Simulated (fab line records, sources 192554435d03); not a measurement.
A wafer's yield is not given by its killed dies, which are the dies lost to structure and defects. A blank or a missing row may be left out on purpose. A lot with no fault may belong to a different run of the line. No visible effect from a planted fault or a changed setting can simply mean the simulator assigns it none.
The tool behind it: which one? :: flow n5_finfet :: 24 lots, 72 wafers sampled, at 5 steps of a route of 1938

WHAT EACH GAUGE READ, for each wafer
N5_BEOL_M1_THK_MEAS_53: measures by xrf.
lot: L074
measured: day 6 08:09
on: film_metro-02
M1_THK (nm): 41.8 42.7 41.5

lot: L075
measured: day 6 15:02
on: film_metro-01
M1_THK (nm): 38.8 40.5 41.3

lot: L076
measured: day 7 00:24
on: film_metro-02
M1_THK (nm): 38.3 39.5 41.0

lot: L077
measured: day 7 03:20
on: film_metro-02
M1_THK (nm): 37.3 38.4 40.4

lot: L078
measured: day 7 11:42
on: film_metro-02
M1_THK (nm): 37.5 37.6 40.2

lot: L079
measured: day 7 15:06
on: film_metro-01
M1_THK (nm): 40.9 42.6 40.4

lot: L080
measured: day 7 20:24
on: film_metro-02
M1_THK (nm): 39.9 40.6 40.5

lot: L081
measured: day 8 06:31
on: film_metro-01
M1_THK (nm): 39.9 40.8 40.2

lot: L082
measured: day 8 11:09
on: film_metro-01
M1_THK (nm): 41.3 40.4 42.3

lot: L083
measured: day 9 03:16
on: film_metro-02
M1_THK (nm): 41.9 40.9 40.9

lot: L084
measured: day 9 04:46
on: film_metro-01
M1_THK (nm): 42.3 42.3 41.9

lot: L085
measured: day 9 07:48
on: film_metro-01
M1_THK (nm): 39.8 40.6 40.5

lot: L086
measured: day 9 09:28
on: film_metro-01
M1_THK (nm): 37.8 40.6 40.4

lot: L087
measured: day 9 10:59
on: film_metro-01
M1_THK (nm): 38.7 39.0 39.3

lot: L088
measured: day 10 02:47
on: film_metro-02
M1_THK (nm): 40.0 41.3 41.9

lot: L089
measured: day 10 07:16
on: film_metro-02
M1_THK (nm): 39.3 40.2 40.3

lot: L090
measured: day 10 14:08
on: film_metro-02
M1_THK (nm): 38.8 38.3 39.3

lot: L091
measured: day 10 16:16
on: film_metro-01
M1_THK (nm): 41.7 38.6 41.7

lot: L092
measured: day 11 09:50
on: film_metro-02
M1_THK (nm): 39.8 37.8 38.6

lot: L093
measured: day 11 12:19
on: film_metro-02
M1_THK (nm): 35.5 36.3 39.2

lot: L094
measured: day 11 13:55
on: film_metro-02
M1_THK (nm): 39.8 39.0 39.9

lot: L095
measured: day 11 17:33
on: film_metro-01
M1_THK (nm): 39.4 40.3 38.2

lot: L097
measured: day 12 04:12
on: film_metro-02
M1_THK (nm): 37.3 39.6 40.7

lot: L096
measured: day 12 12:24
on: film_metro-02
M1_THK (nm): 39.2 39.7 38.4

TOOL THAT RAN EACH LOT (tool first, then ch and the chambers of the sampled wafers, then the start)
lot: L074
N5_BEOL_M1_STRIP_66: rie_diel-02 ch 0,1,3, day 6 01:40
N5_BEOL_M1_ETCH_70: rie_diel-06 ch 1,2,3, day 6 04:19
N5_BEOL_M1_SPUTTER_79: pvd_sputter-01, day 6 05:49
N5_BEOL_M1_SPUTTER_96: pvd_sputter-01, day 6 07:22

lot: L075
N5_BEOL_M1_STRIP_66: rie_diel-01 ch 1,3, day 6 08:57
N5_BEOL_M1_ETCH_70: rie_diel-01 ch 0,3, day 6 11:04
N5_BEOL_M1_SPUTTER_79: pvd_sputter-02, day 6 12:26
N5_BEOL_M1_SPUTTER_96: pvd_sputter-02, day 6 13:59

lot: L076
N5_BEOL_M1_STRIP_66: rie_diel-02 ch 0,3, day 6 15:41
N5_BEOL_M1_ETCH_70: rie_diel-06 ch 2,3, day 6 18:25
N5_BEOL_M1_SPUTTER_79: pvd_sputter-03, day 6 21:55
N5_BEOL_M1_SPUTTER_96: pvd_sputter-03, day 6 23:28

lot: L077
N5_BEOL_M1_STRIP_66: rie_diel-02 ch 2,3, day 6 22:08
N5_BEOL_M1_ETCH_70: rie_diel-02 ch 0,2,3, day 6 23:13
N5_BEOL_M1_SPUTTER_79: pvd_sputter-03, day 7 01:01
N5_BEOL_M1_SPUTTER_96: pvd_sputter-03, day 7 02:33

lot: L078
N5_BEOL_M1_STRIP_66: rie_diel-02 ch 0,3, day 7 03:51
N5_BEOL_M1_ETCH_70: rie_diel-06 ch 0,3, day 7 06:53
N5_BEOL_M1_SPUTTER_79: pvd_sputter-03, day 7 09:00
N5_BEOL_M1_SPUTTER_96: pvd_sputter-03, day 7 10:32

lot: L079
N5_BEOL_M1_STRIP_66: rie_diel-02 ch 0,2, day 7 08:39
N5_BEOL_M1_ETCH_70: rie_diel-01 ch 0,2, day 7 11:11
N5_BEOL_M1_SPUTTER_79: pvd_sputter-03, day 7 12:46
N5_BEOL_M1_SPUTTER_96: pvd_sputter-03, day 7 14:19

lot: L080
N5_BEOL_M1_STRIP_66: rie_diel-06 ch 1,3, day 7 08:51
N5_BEOL_M1_ETCH_70: rie_diel-01 ch 0,2,3, day 7 15:53
N5_BEOL_M1_SPUTTER_79: pvd_sputter-01, day 7 18:04
N5_BEOL_M1_SPUTTER_96: pvd_sputter-01, day 7 19:36

lot: L081
N5_BEOL_M1_STRIP_66: rie_diel-01 ch 0,3, day 8 00:02
N5_BEOL_M1_ETCH_70: rie_diel-02 ch 0,2,3, day 8 02:26
N5_BEOL_M1_SPUTTER_79: pvd_sputter-01, day 8 04:11
N5_BEOL_M1_SPUTTER_96: pvd_sputter-01, day 8 05:43

lot: L082
N5_BEOL_M1_STRIP_66: rie_diel-01 ch 1,3, day 8 03:59
N5_BEOL_M1_ETCH_70: rie_diel-01 ch 2,3, day 8 06:26
N5_BEOL_M1_SPUTTER_79: pvd_sputter-01, day 8 08:49
N5_BEOL_M1_SPUTTER_96: pvd_sputter-01, day 8 10:22

lot: L083
N5_BEOL_M1_STRIP_66: rie_diel-01 ch 0,1,2, day 8 11:34
N5_BEOL_M1_ETCH_70: rie_diel-01 ch 0,2, day 8 23:04
N5_BEOL_M1_SPUTTER_79: pvd_sputter-03, day 9 00:56
N5_BEOL_M1_SPUTTER_96: pvd_sputter-03, day 9 02:28

lot: L084
N5_BEOL_M1_STRIP_66: rie_diel-02 ch 1,2,3, day 8 14:42
N5_BEOL_M1_ETCH_70: rie_diel-02 ch 0,1,2, day 8 23:32
N5_BEOL_M1_SPUTTER_79: pvd_sputter-01, day 9 02:26
N5_BEOL_M1_SPUTTER_96: pvd_sputter-01, day 9 03:59

lot: L085
N5_BEOL_M1_STRIP_66: rie_diel-02 ch 0,2, day 8 20:38
N5_BEOL_M1_ETCH_70: rie_diel-02 ch 1,2,3, day 9 03:58
N5_BEOL_M1_SPUTTER_79: pvd_sputter-03, day 9 05:27
N5_BEOL_M1_SPUTTER_96: pvd_sputter-03, day 9 06:59

lot: L086
N5_BEOL_M1_STRIP_66: rie_diel-06 ch 2,3, day 9 00:45
N5_BEOL_M1_ETCH_70: rie_diel-06 ch 0,1, day 9 04:06
N5_BEOL_M1_SPUTTER_79: pvd_sputter-02, day 9 06:58
N5_BEOL_M1_SPUTTER_96: pvd_sputter-02, day 9 08:31

lot: L087
N5_BEOL_M1_STRIP_66: rie_diel-06 ch 0,1,3, day 9 04:46
N5_BEOL_M1_ETCH_70: rie_diel-01 ch 0,2,3, day 9 06:52
N5_BEOL_M1_SPUTTER_79: pvd_sputter-01, day 9 08:40
N5_BEOL_M1_SPUTTER_96: pvd_sputter-01, day 9 10:12

lot: L088
N5_BEOL_M1_STRIP_66: rie_diel-06 ch 0,2, day 9 15:52
N5_BEOL_M1_ETCH_70: rie_diel-01 ch 1,2,3, day 9 22:26
N5_BEOL_M1_SPUTTER_79: pvd_sputter-01, day 10 00:20
N5_BEOL_M1_SPUTTER_96: pvd_sputter-01, day 10 01:52

lot: L089
N5_BEOL_M1_STRIP_66: rie_diel-02 ch 0,3, day 9 20:41
N5_BEOL_M1_ETCH_70: rie_diel-01 ch 0,1,2, day 10 02:28
N5_BEOL_M1_SPUTTER_79: pvd_sputter-02, day 10 04:55
N5_BEOL_M1_SPUTTER_96: pvd_sputter-02, day 10 06:28

lot: L090
N5_BEOL_M1_STRIP_66: rie_diel-06 ch 0,3, day 10 03:28
N5_BEOL_M1_ETCH_70: rie_diel-06 ch 1,2,3, day 10 10:07
N5_BEOL_M1_SPUTTER_79: pvd_sputter-03, day 10 11:49
N5_BEOL_M1_SPUTTER_96: pvd_sputter-03, day 10 13:21

lot: L091
N5_BEOL_M1_STRIP_66: rie_diel-06 ch 0,2,3, day 10 06:59
N5_BEOL_M1_ETCH_70: rie_diel-06 ch 0,1,2, day 10 11:34
N5_BEOL_M1_SPUTTER_79: pvd_sputter-03, day 10 13:56
N5_BEOL_M1_SPUTTER_96: pvd_sputter-03, day 10 15:28

lot: L092
N5_BEOL_M1_STRIP_66: rie_diel-06 ch 0,1,3, day 10 14:20
N5_BEOL_M1_ETCH_70: rie_diel-01 ch 0,1,2, day 11 05:10
N5_BEOL_M1_SPUTTER_79: pvd_sputter-03, day 11 06:53
N5_BEOL_M1_SPUTTER_96: pvd_sputter-03, day 11 08:26

lot: L093
N5_BEOL_M1_STRIP_66: rie_diel-01 ch 0,2, day 10 20:21
N5_BEOL_M1_ETCH_70: rie_diel-02 ch 0,1,2, day 11 08:05
N5_BEOL_M1_SPUTTER_79: pvd_sputter-01, day 11 10:00
N5_BEOL_M1_SPUTTER_96: pvd_sputter-01, day 11 11:32

lot: L094
N5_BEOL_M1_STRIP_66: rie_diel-01 ch 0,1, day 11 06:11
N5_BEOL_M1_ETCH_70: rie_diel-06 ch 1,2,3, day 11 08:13
N5_BEOL_M1_SPUTTER_79: pvd_sputter-02, day 11 11:29
N5_BEOL_M1_SPUTTER_96: pvd_sputter-02, day 11 13:02

lot: L095
N5_BEOL_M1_STRIP_66: rie_diel-02 ch 0,1,2, day 11 12:37
N5_BEOL_M1_ETCH_70: rie_diel-01 ch 1,2, day 11 13:50
N5_BEOL_M1_SPUTTER_79: pvd_sputter-02, day 11 15:13
N5_BEOL_M1_SPUTTER_96: pvd_sputter-02, day 11 16:46

lot: L097
N5_BEOL_M1_STRIP_66: rie_diel-01 ch 0,1,3, day 11 18:07
N5_BEOL_M1_ETCH_70: rie_diel-02 ch 0,2, day 11 22:55
N5_BEOL_M1_SPUTTER_79: pvd_sputter-03, day 12 01:52
N5_BEOL_M1_SPUTTER_96: pvd_sputter-03, day 12 03:25

lot: L096
N5_BEOL_M1_STRIP_66: rie_diel-02 ch 0,1, day 11 23:41
N5_BEOL_M1_ETCH_70: rie_diel-06 ch 0,3, day 12 07:16
N5_BEOL_M1_SPUTTER_79: pvd_sputter-01, day 12 10:04
N5_BEOL_M1_SPUTTER_96: pvd_sputter-01, day 12 11:36
- N5_BEOL_M1_STRIP_66: strips in CF4.
- N5_BEOL_M1_ETCH_70: etches SOC in N2/H2, target depth 80 nm, overetch 16 nm, time 120 s.
- N5_BEOL_M1_SPUTTER_79: material Cu, target thk 4.5 nm, time 8.29 s.
- N5_BEOL_M1_SPUTTER_96: material Cu, target thk 4.5 nm, time 8.29 s.

WHAT THE TOOLS THEMSELVES READ (means of the sampled wafers that have a number; where no wafer has one, the mark that the record gives instead)
N5_BEOL_M1_STRIP_66.
lot: L074
tool: rie_diel-02
bias_power_w (W): 75.03
drypump_motor_current_A (A): 5.8
oes_product_au (a.u.): 0.70
rf_vpp_V (V): 271.1
showerhead_plenum_p_Torr (Torr): 1.79
throttle_valve_pct (%): 13.73

lot: L075
tool: rie_diel-01
bias_power_w (W): 74.92
drypump_motor_current_A (A): 5.1
oes_product_au (a.u.): 0.81
rf_vpp_V (V): 270.2
showerhead_plenum_p_Torr (Torr): 1.74
throttle_valve_pct (%): 13.33

lot: L076
tool: rie_diel-02
bias_power_w (W): 75.04
drypump_motor_current_A (A): 5.8
oes_product_au (a.u.): 0.71
rf_vpp_V (V): 272.4
showerhead_plenum_p_Torr (Torr): 1.80
throttle_valve_pct (%): 13.65

lot: L077
tool: rie_diel-02
bias_power_w (W): 74.98
drypump_motor_current_A (A): 5.8
oes_product_au (a.u.): 0.88
rf_vpp_V (V): 270.8
showerhead_plenum_p_Torr (Torr): 1.80
throttle_valve_pct (%): 13.48

lot: L078
tool: rie_diel-02
bias_power_w (W): 75.08
drypump_motor_current_A (A): 5.8
oes_product_au (a.u.): 0.70
rf_vpp_V (V): 271.2
showerhead_plenum_p_Torr (Torr): 1.80
throttle_valve_pct (%): 13.67

lot: L079
tool: rie_diel-02
bias_power_w (W): 75.20
drypump_motor_current_A (A): 6.0
oes_product_au (a.u.): 0.88
rf_vpp_V (V): 271.2
showerhead_plenum_p_Torr (Torr): 1.77
throttle_valve_pct (%): 13.50

lot: L080
tool: rie_diel-06
bias_power_w (W): 74.98
drypump_motor_current_A (A): 6.1
oes_product_au (a.u.): 0.86
rf_vpp_V (V): 271.2
showerhead_plenum_p_Torr (Torr): 1.80
throttle_valve_pct (%): 13.29

lot: L081
tool: rie_diel-01
bias_power_w (W): 74.97
drypump_motor_current_A (A): 5.0
oes_product_au (a.u.): 0.79
rf_vpp_V (V): 270.9
showerhead_plenum_p_Torr (Torr): 1.78
throttle_valve_pct (%): 13.48

lot: L082
tool: rie_diel-01
bias_power_w (W): 75.18
drypump_motor_current_A (A): 5.0
oes_product_au (a.u.): 0.79
rf_vpp_V (V): 270.0
showerhead_plenum_p_Torr (Torr): 1.74
throttle_valve_pct (%): 13.36

lot: L083
tool: rie_diel-01
bias_power_w (W): 74.83
drypump_motor_current_A (A): 5.5
oes_product_au (a.u.): 0.77
rf_vpp_V (V): 270.0
showerhead_plenum_p_Torr (Torr): 1.78
throttle_valve_pct (%): 13.46

lot: L084
tool: rie_diel-02
bias_power_w (W): 75.13
drypump_motor_current_A (A): 5.8
oes_product_au (a.u.): 0.85
rf_vpp_V (V): 270.3
showerhead_plenum_p_Torr (Torr): 1.79
throttle_valve_pct (%): 13.48

lot: L085
tool: rie_diel-02
bias_power_w (W): 74.93
drypump_motor_current_A (A): 5.9
oes_product_au (a.u.): 0.77
rf_vpp_V (V): 270.5
showerhead_plenum_p_Torr (Torr): 1.77
throttle_valve_pct (%): 13.62

lot: L086
tool: rie_diel-06
bias_power_w (W): 74.93
drypump_motor_current_A (A): 5.7
oes_product_au (a.u.): 0.74
rf_vpp_V (V): 269.2
showerhead_plenum_p_Torr (Torr): 1.76
throttle_valve_pct (%): 13.40

lot: L087
tool: rie_diel-06
bias_power_w (W): 74.95
drypump_motor_current_A (A): 6.1
oes_product_au (a.u.): 0.88
rf_vpp_V (V): 270.9
showerhead_plenum_p_Torr (Torr): 1.80
throttle_valve_pct (%): 13.32

lot: L088
tool: rie_diel-06
bias_power_w (W): 75.04
drypump_motor_current_A (A): 5.7
oes_product_au (a.u.): 0.77
rf_vpp_V (V): 270.3
showerhead_plenum_p_Torr (Torr): 1.77
throttle_valve_pct (%): 13.39

lot: L089
tool: rie_diel-02
bias_power_w (W): 75.02
drypump_motor_current_A (A): 5.8
oes_product_au (a.u.): 0.69
rf_vpp_V (V): 271.0
showerhead_plenum_p_Torr (Torr): 1.79
throttle_valve_pct (%): 13.72

lot: L090
tool: rie_diel-06
bias_power_w (W): 75.03
drypump_motor_current_A (A): 5.8
oes_product_au (a.u.): 0.88
rf_vpp_V (V): 271.4
showerhead_plenum_p_Torr (Torr): 1.75
throttle_valve_pct (%): 13.26

lot: L091
tool: rie_diel-06
bias_power_w (W): 75.13
drypump_motor_current_A (A): 5.8
oes_product_au (a.u.): 0.80
rf_vpp_V (V): 269.5
showerhead_plenum_p_Torr (Torr): 1.75
throttle_valve_pct (%): 13.34

lot: L092
tool: rie_diel-06
bias_power_w (W): 75.00
drypump_motor_current_A (A): 6.1
oes_product_au (a.u.): 0.85
rf_vpp_V (V): 271.1
showerhead_plenum_p_Torr (Torr): 1.79
throttle_valve_pct (%): 13.34

lot: L093
tool: rie_diel-01
bias_power_w (W): 75.12
drypump_motor_current_A (A): 5.2
oes_product_au (a.u.): 0.77
rf_vpp_V (V): 271.2
showerhead_plenum_p_Torr (Torr): 1.79
throttle_valve_pct (%): 13.50

lot: L094
tool: rie_diel-01
bias_power_w (W): 74.92
drypump_motor_current_A (A): 5.8
oes_product_au (a.u.): 0.73
rf_vpp_V (V): 272.0
showerhead_plenum_p_Torr (Torr): 1.81
throttle_valve_pct (%): 13.65

lot: L095
tool: rie_diel-02
bias_power_w (W): 75.10
drypump_motor_current_A (A): 6.0
oes_product_au (a.u.): 0.82
rf_vpp_V (V): 270.8
showerhead_plenum_p_Torr (Torr): 1.76
throttle_valve_pct (%): 13.52

lot: L097
tool: rie_diel-01
bias_power_w (W): 75.17
drypump_motor_current_A (A): 5.4
oes_product_au (a.u.): 0.75
rf_vpp_V (V): 270.7
showerhead_plenum_p_Torr (Torr): 1.77
throttle_valve_pct (%): 13.53

lot: L096
tool: rie_diel-02
bias_power_w (W): 75.13
drypump_motor_current_A (A): 6.0
oes_product_au (a.u.): 0.83
rf_vpp_V (V): 270.4
showerhead_plenum_p_Torr (Torr): 1.75
throttle_valve_pct (%): 13.49

N5_BEOL_M1_ETCH_70.
lot: L074
tool: rie_diel-06
bias_w (W): 149.9
drypump_motor_current_A (A): 6.1
oes_product_au (a.u.): 0.64
rf_vpp_V (V): 524.8
showerhead_plenum_p_Torr (Torr): 2.57
temp_c (C): 40.06
throttle_valve_pct (%): 17.63

lot: L075
tool: rie_diel-01
bias_w (W): 149.7
drypump_motor_current_A (A): 5.4
oes_product_au (a.u.): 0.60
rf_vpp_V (V): 525.3
showerhead_plenum_p_Torr (Torr): 2.60
temp_c (C): 39.90
throttle_valve_pct (%): 17.89

lot: L076
tool: rie_diel-06
bias_w (W): 149.5
drypump_motor_current_A (A): 5.7
oes_product_au (a.u.): 0.58
rf_vpp_V (V): 523.1
showerhead_plenum_p_Torr (Torr): 2.51
temp_c (C): 39.95
throttle_valve_pct (%): 17.60

lot: L077
tool: rie_diel-02
bias_w (W): 150.3
drypump_motor_current_A (A): 5.8
oes_product_au (a.u.): 0.61
rf_vpp_V (V): 523.9
showerhead_plenum_p_Torr (Torr): 2.55
temp_c (C): 40.02
throttle_valve_pct (%): 17.81

lot: L078
tool: rie_diel-06
bias_w (W): 149.8
drypump_motor_current_A (A): 5.8
oes_product_au (a.u.): 0.73
rf_vpp_V (V): 522.5
showerhead_plenum_p_Torr (Torr): 2.49
temp_c (C): 40.05
throttle_valve_pct (%): 17.43

lot: L079
tool: rie_diel-01
bias_w (W): 149.9
drypump_motor_current_A (A): 5.2
oes_product_au (a.u.): 0.61
rf_vpp_V (V): 523.4
showerhead_plenum_p_Torr (Torr): 2.54
temp_c (C): 40.11
throttle_valve_pct (%): 17.76

lot: L080
tool: rie_diel-01
bias_w (W): 150.0
drypump_motor_current_A (A): 5.2
oes_product_au (a.u.): 0.61
rf_vpp_V (V): 523.5
showerhead_plenum_p_Torr (Torr): 2.53
temp_c (C): 39.94
throttle_valve_pct (%): 17.77

lot: L081
tool: rie_diel-02
bias_w (W): 150.1
drypump_motor_current_A (A): 5.8
oes_product_au (a.u.): 0.60
rf_vpp_V (V): 524.4
showerhead_plenum_p_Torr (Torr): 2.54
temp_c (C): 40.08
throttle_valve_pct (%): 17.83

lot: L082
tool: rie_diel-01
bias_w (W): 150.7
drypump_motor_current_A (A): 4.8
oes_product_au (a.u.): 0.63
rf_vpp_V (V): 522.2
showerhead_plenum_p_Torr (Torr): 2.47
temp_c (C): 40.06
throttle_valve_pct (%): 17.61

lot: L083
tool: rie_diel-01
bias_w (W): 150.0
drypump_motor_current_A (A): 5.3
oes_product_au (a.u.): 0.60
rf_vpp_V (V): 523.6
showerhead_plenum_p_Torr (Torr): 2.54
temp_c (C): 40.10
throttle_valve_pct (%): 17.78

lot: L084
tool: rie_diel-02
bias_w (W): 150.2
drypump_motor_current_A (A): 6.0
oes_product_au (a.u.): 0.67
rf_vpp_V (V): 522.1
showerhead_plenum_p_Torr (Torr): 2.50
temp_c (C): 39.97
throttle_valve_pct (%): 17.69

lot: L085
tool: rie_diel-02
bias_w (W): 149.8
drypump_motor_current_A (A): 5.9
oes_product_au (a.u.): 0.66
rf_vpp_V (V): 523.2
showerhead_plenum_p_Torr (Torr): 2.54
temp_c (C): 39.97
throttle_valve_pct (%): 17.73

lot: L086
tool: rie_diel-06
bias_w (W): 149.8
drypump_motor_current_A (A): 6.3
oes_product_au (a.u.): 0.68
rf_vpp_V (V): 525.2
showerhead_plenum_p_Torr (Torr): 2.62
temp_c (C): 39.94
throttle_valve_pct (%): 17.66

lot: L087
tool: rie_diel-01
bias_w (W): 150.1
drypump_motor_current_A (A): 5.1
oes_product_au (a.u.): 0.60
rf_vpp_V (V): 523.2
showerhead_plenum_p_Torr (Torr): 2.53
temp_c (C): 39.90
throttle_valve_pct (%): 17.78

lot: L088
tool: rie_diel-01
bias_w (W): 150.1
drypump_motor_current_A (A): 5.1
oes_product_au (a.u.): 0.61
rf_vpp_V (V): 521.7
showerhead_plenum_p_Torr (Torr): 2.46
temp_c (C): 39.88
throttle_valve_pct (%): 17.60

lot: L089
tool: rie_diel-01
bias_w (W): 149.6
drypump_motor_current_A (A): 5.5
oes_product_au (a.u.): 0.58
rf_vpp_V (V): 524.0
showerhead_plenum_p_Torr (Torr): 2.52
temp_c (C): 39.98
throttle_valve_pct (%): 17.76

lot: L090
tool: rie_diel-06
bias_w (W): 149.7
drypump_motor_current_A (A): 6.1
oes_product_au (a.u.): 0.61
rf_vpp_V (V): 523.7
showerhead_plenum_p_Torr (Torr): 2.55
temp_c (C): 40.06
throttle_valve_pct (%): 17.69

lot: L091
tool: rie_diel-06
bias_w (W): 150.1
drypump_motor_current_A (A): 6.1
oes_product_au (a.u.): 0.63
rf_vpp_V (V): 523.9
showerhead_plenum_p_Torr (Torr): 2.56
temp_c (C): 40.06
throttle_valve_pct (%): 17.65

lot: L092
tool: rie_diel-01
bias_w (W): 149.7
drypump_motor_current_A (A): 5.5
oes_product_au (a.u.): 0.58
rf_vpp_V (V): 523.4
showerhead_plenum_p_Torr (Torr): 2.51
temp_c (C): 39.96
throttle_valve_pct (%): 17.79

lot: L093
tool: rie_diel-02
bias_w (W): 150.0
drypump_motor_current_A (A): 6.0
oes_product_au (a.u.): 0.64
rf_vpp_V (V): 522.7
showerhead_plenum_p_Torr (Torr): 2.49
temp_c (C): 40.07
throttle_valve_pct (%): 17.72

lot: L094
tool: rie_diel-06
bias_w (W): 150.0
drypump_motor_current_A (A): 6.1
oes_product_au (a.u.): 0.61
rf_vpp_V (V): 524.1
showerhead_plenum_p_Torr (Torr): 2.55
temp_c (C): 39.94
throttle_valve_pct (%): 17.70

lot: L095
tool: rie_diel-01
bias_w (W): 150.3
drypump_motor_current_A (A): 5.2
oes_product_au (a.u.): 0.59
rf_vpp_V (V): 522.0
showerhead_plenum_p_Torr (Torr): 2.46
temp_c (C): 39.83
throttle_valve_pct (%): 17.63

lot: L097
tool: rie_diel-02
bias_w (W): 150.1
drypump_motor_current_A (A): 6.0
oes_product_au (a.u.): 0.64
rf_vpp_V (V): 522.8
showerhead_plenum_p_Torr (Torr): 2.49
temp_c (C): 39.94
throttle_valve_pct (%): 17.77

lot: L096
tool: rie_diel-06
bias_w (W): 150.0
drypump_motor_current_A (A): 5.8
oes_product_au (a.u.): 0.66
rf_vpp_V (V): 522.2
showerhead_plenum_p_Torr (Torr): 2.47
temp_c (C): 39.79
throttle_valve_pct (%): 17.50

N5_BEOL_M1_SPUTTER_79.
lot: L074
tool: pvd_sputter-01
chuck_gas_flow_sccm (sccm): 1.27
throttle_valve_pct (%): 30.3

lot: L075
tool: pvd_sputter-02
chuck_gas_flow_sccm (sccm): 1.31
throttle_valve_pct (%): 29.1

lot: L076
tool: pvd_sputter-03
chuck_gas_flow_sccm (sccm): 1.33
throttle_valve_pct (%): 30.4

lot: L077
tool: pvd_sputter-03
chuck_gas_flow_sccm (sccm): 1.29
throttle_valve_pct (%): 30.3

lot: L078
tool: pvd_sputter-03
chuck_gas_flow_sccm (sccm): 1.24
throttle_valve_pct (%): 30.6

lot: L079
tool: pvd_sputter-03
chuck_gas_flow_sccm (sccm): 1.19
throttle_valve_pct (%): 29.4

lot: L080
tool: pvd_sputter-01
chuck_gas_flow_sccm (sccm): 1.29
throttle_valve_pct (%): 29.9

lot: L081
tool: pvd_sputter-01
chuck_gas_flow_sccm (sccm): 1.22
throttle_valve_pct (%): 30.2

lot: L082
tool: pvd_sputter-01
chuck_gas_flow_sccm (sccm): 1.27
throttle_valve_pct (%): 31.2

lot: L083
tool: pvd_sputter-03
chuck_gas_flow_sccm (sccm): 1.28
throttle_valve_pct (%): 30.4

lot: L084
tool: pvd_sputter-01
chuck_gas_flow_sccm (sccm): 1.24
throttle_valve_pct (%): 30.6

lot: L085
tool: pvd_sputter-03
chuck_gas_flow_sccm (sccm): 1.24
throttle_valve_pct (%): 30.4

lot: L086
tool: pvd_sputter-02
chuck_gas_flow_sccm (sccm): 1.25
throttle_valve_pct (%): 29.5

lot: L087
tool: pvd_sputter-01
chuck_gas_flow_sccm (sccm): 1.31
throttle_valve_pct (%): 31.0

lot: L088
tool: pvd_sputter-01
chuck_gas_flow_sccm (sccm): 1.28
throttle_valve_pct (%): 30.8

lot: L089
tool: pvd_sputter-02
chuck_gas_flow_sccm (sccm): 1.28
throttle_valve_pct (%): 29.2

lot: L090
tool: pvd_sputter-03
chuck_gas_flow_sccm (sccm): 1.26
throttle_valve_pct (%): 30.3

lot: L091
tool: pvd_sputter-03
chuck_gas_flow_sccm (sccm): 1.27
throttle_valve_pct (%): 30.5

lot: L092
tool: pvd_sputter-03
chuck_gas_flow_sccm (sccm): 1.29
throttle_valve_pct (%): 29.7

lot: L093
tool: pvd_sputter-01
chuck_gas_flow_sccm (sccm): 1.25
throttle_valve_pct (%): 31.0

lot: L094
tool: pvd_sputter-02
chuck_gas_flow_sccm (sccm): 1.23
throttle_valve_pct (%): 29.4

lot: L095
tool: pvd_sputter-02
chuck_gas_flow_sccm (sccm): 1.25
throttle_valve_pct (%): 29.0

lot: L097
tool: pvd_sputter-03
chuck_gas_flow_sccm (sccm): 1.27
throttle_valve_pct (%): 30.4

lot: L096
tool: pvd_sputter-01
chuck_gas_flow_sccm (sccm): 1.24
throttle_valve_pct (%): 30.8

N5_BEOL_M1_SPUTTER_96.
lot: L074
tool: pvd_sputter-01
chuck_gas_flow_sccm (sccm): 1.25
throttle_valve_pct (%): 30.1

lot: L075
tool: pvd_sputter-02
chuck_gas_flow_sccm (sccm): 1.27
throttle_valve_pct (%): 29.1

lot: L076
tool: pvd_sputter-03
chuck_gas_flow_sccm (sccm): 1.26
throttle_valve_pct (%): 30.3

lot: L077
tool: pvd_sputter-03
chuck_gas_flow_sccm (sccm): 1.26
throttle_valve_pct (%): 30.2

lot: L078
tool: pvd_sputter-03
chuck_gas_flow_sccm (sccm): 1.24
throttle_valve_pct (%): 30.6

lot: L079
tool: pvd_sputter-03
chuck_gas_flow_sccm (sccm): 1.26
throttle_valve_pct (%): 29.4

lot: L080
tool: pvd_sputter-01
chuck_gas_flow_sccm (sccm): 1.27
throttle_valve_pct (%): 29.9

lot: L081
tool: pvd_sputter-01
chuck_gas_flow_sccm (sccm): 1.27
throttle_valve_pct (%): 30.3

lot: L082
tool: pvd_sputter-01
chuck_gas_flow_sccm (sccm): 1.30
throttle_valve_pct (%): 31.2

lot: L083
tool: pvd_sputter-03
chuck_gas_flow_sccm (sccm): 1.29
throttle_valve_pct (%): 30.6

lot: L084
tool: pvd_sputter-01
chuck_gas_flow_sccm (sccm): 1.30
throttle_valve_pct (%): 30.3

lot: L085
tool: pvd_sputter-03
chuck_gas_flow_sccm (sccm): 1.20
throttle_valve_pct (%): 30.4

lot: L086
tool: pvd_sputter-02
chuck_gas_flow_sccm (sccm): 1.29
throttle_valve_pct (%): 29.7

lot: L087
tool: pvd_sputter-01
chuck_gas_flow_sccm (sccm): 1.18
throttle_valve_pct (%): 31.0

lot: L088
tool: pvd_sputter-01
chuck_gas_flow_sccm (sccm): 1.24
throttle_valve_pct (%): 30.9

lot: L089
tool: pvd_sputter-02
chuck_gas_flow_sccm (sccm): 1.30
throttle_valve_pct (%): 29.4

lot: L090
tool: pvd_sputter-03
chuck_gas_flow_sccm (sccm): 1.27
throttle_valve_pct (%): 30.2

lot: L091
tool: pvd_sputter-03
chuck_gas_flow_sccm (sccm): 1.23
throttle_valve_pct (%): 30.3

lot: L092
tool: pvd_sputter-03
chuck_gas_flow_sccm (sccm): 1.27
throttle_valve_pct (%): 29.7

lot: L093
tool: pvd_sputter-01
chuck_gas_flow_sccm (sccm): 1.24
throttle_valve_pct (%): 30.8

lot: L094
tool: pvd_sputter-02
chuck_gas_flow_sccm (sccm): 1.28
throttle_valve_pct (%): 29.5

lot: L095
tool: pvd_sputter-02
chuck_gas_flow_sccm (sccm): 1.28
throttle_valve_pct (%): 28.9

lot: L097
tool: pvd_sputter-03
chuck_gas_flow_sccm (sccm): 1.25
throttle_valve_pct (%): 30.4

lot: L096
tool: pvd_sputter-01
chuck_gas_flow_sccm (sccm): 1.23
throttle_valve_pct (%): 31.0

THE ANSWER, worked out from the rows above alone
Rule: what is usual is taken from the lots themselves. Put in order of their means at a reading, lots are off if they are a third of the lots or fewer, leave a main group of 4 or more, and stand apart from it by a gap of 3 or more times the standard deviation of the main group's means; of several such gaps the widest counts. The tables above print the reading to a certain number of digits; a main group whose means all agree to those digits is not used. A lot without any number at a reading at which 4 lots or more have one is off too. The other lots that the step has rows for count as sound. First the gauges in route order, then the tools' own readings, where a lot's mean is used as printed above. The first step at which some lot is off is used, and at that step the reading that is off furthest; a lot without a number counts as furthest.
No lot is off at any reading shown: from this, nothing can be told.

WHAT THE SIMULATOR HAD INSERTED
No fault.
